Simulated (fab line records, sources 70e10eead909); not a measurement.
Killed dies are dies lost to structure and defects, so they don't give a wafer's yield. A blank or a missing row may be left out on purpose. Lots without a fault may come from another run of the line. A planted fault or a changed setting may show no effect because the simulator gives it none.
A struck lot beside a sound one | flow nand_harc | 14 steps out of a route of 1159
Sound: wafers L436.1, L436.3, L436.6. Struck: wafer L452.3. (L452.2, L452.6 of the same lot were not struck and are left out.) The cause comes at the end.
At each step with rows: each side's tool, then ch and its chambers, then its first start. Under that, the readings that differ: sound wafers | struck wafers | difference of the means | sigmas: that difference in standard deviations of wafers without a fault.
alike: readings whose means differ by less than 2 such deviations, and words and numbers that are the same on both sides. not compared: withheld readings, readings that some wafer has no value for, bounds like >300 that may hide the same value, and numbers for which the record gives no deviation and whose values overlap.
The two part at a step that has a row with sigmas, a row that says differs or no value, or rows on one side only. Numbers that don't overlap but have no deviation are shown without sigmas and don't part them. A reading that every wafer of one side lacks parts them only if that side has two wafers or more.

first, 8 steps without rows for these wafers: NHARC_P_CONTACT_COAT_33 (time 75 s); NHARC_P_CONTACT_COAT_34 (time 65 s); NHARC_P_CONTACT_COAT_06 (resist thk 90 nm); NHARC_P_CONTACT_SOFTBAKE_07 (time 55 s); NHARC_P_CONTACT_EBR_08; NHARC_P_CONTACT_EXPOSE_09 (exposes mask P CA, target cd 90 nm); NHARC_P_CONTACT_PEB_10 (peb time 65 s); NHARC_P_CONTACT_DEVELOP_11 (develop time 35 s).
NHARC_P_CONTACT_CD_MEAS_12: target cd 90 nm.
  sound on cd_sem-03 ch 0, day 6 00:42; struck on cd_sem-02 ch 0, day 9 15:56
  reading    | sound          | struck | difference | sigmas
  cd_nm (nm) | 88.7 89.6 88.6 | 90.6   | +1.6       | +2
NHARC_P_CONTACT_OVL_MEAS_13:
  sound on overlay-02, day 6 00:47; struck on overlay-01, day 9 16:01
  alike: overlay_x_nm, overlay_y_nm
NHARC_P_CONTACT_INSPECT_14:
  sound on defect_inspect-02, day 6 00:50; struck on defect_inspect-02, day 9 16:04
  alike: raw_defect_count
NHARC_P_CONTACT_DESCUM_17: chemistry O2, time 3 s.
  sound on rie_diel-10 ch 0,1,2, day 6 00:55; struck on rie_diel-10 ch 0, day 9 16:07
  alike: drypump_motor_current_A, oes_product_au, rf_vpp_V, showerhead_plenum_p_Torr, throttle_valve_pct
  not compared: rf_hours_counter_h
NHARC_P_CONTACT_ETCH_35: etches the open film in CF4, target depth 39 nm, time 65 s.
  sound on rie_diel-10 ch 2,3, day 6 00:59; struck on rie_diel-10 ch 1, day 9 16:12
  reading                     | sound             | struck | difference | sigmas
  drypump_motor_current_A (A) | 5.7 6.0 5.8       | 4.9    | -0.9       | -2
  oes_product_au (a.u.)       | 0.991 0.995 1.002 | 0.858  | -0.138     | -15
  alike: bias_w, rf_vpp_V, showerhead_plenum_p_Torr, throttle_valve_pct
  not compared: rf_hours_counter_h
NHARC_P_CONTACT_ETCH_36: etches the open film in N2/H2, target depth 260 nm, time 406.25 s.
  sound on rie_diel-10 ch 0,2; struck on rie_diel-10 ch 1
  alike: bias_w, drypump_motor_current_A, oes_product_au, rf_vpp_V, showerhead_plenum_p_Torr, throttle_valve_pct
  not compared: rf_hours_counter_h

WHERE THEY PART
First at NHARC_P_CONTACT_CD_MEAS_12; last, within this record, at NHARC_P_CONTACT_ETCH_35. Later steps at which nothing parts them and some readings are alike: NHARC_P_CONTACT_ETCH_36.

WHY: what the simulator had put in
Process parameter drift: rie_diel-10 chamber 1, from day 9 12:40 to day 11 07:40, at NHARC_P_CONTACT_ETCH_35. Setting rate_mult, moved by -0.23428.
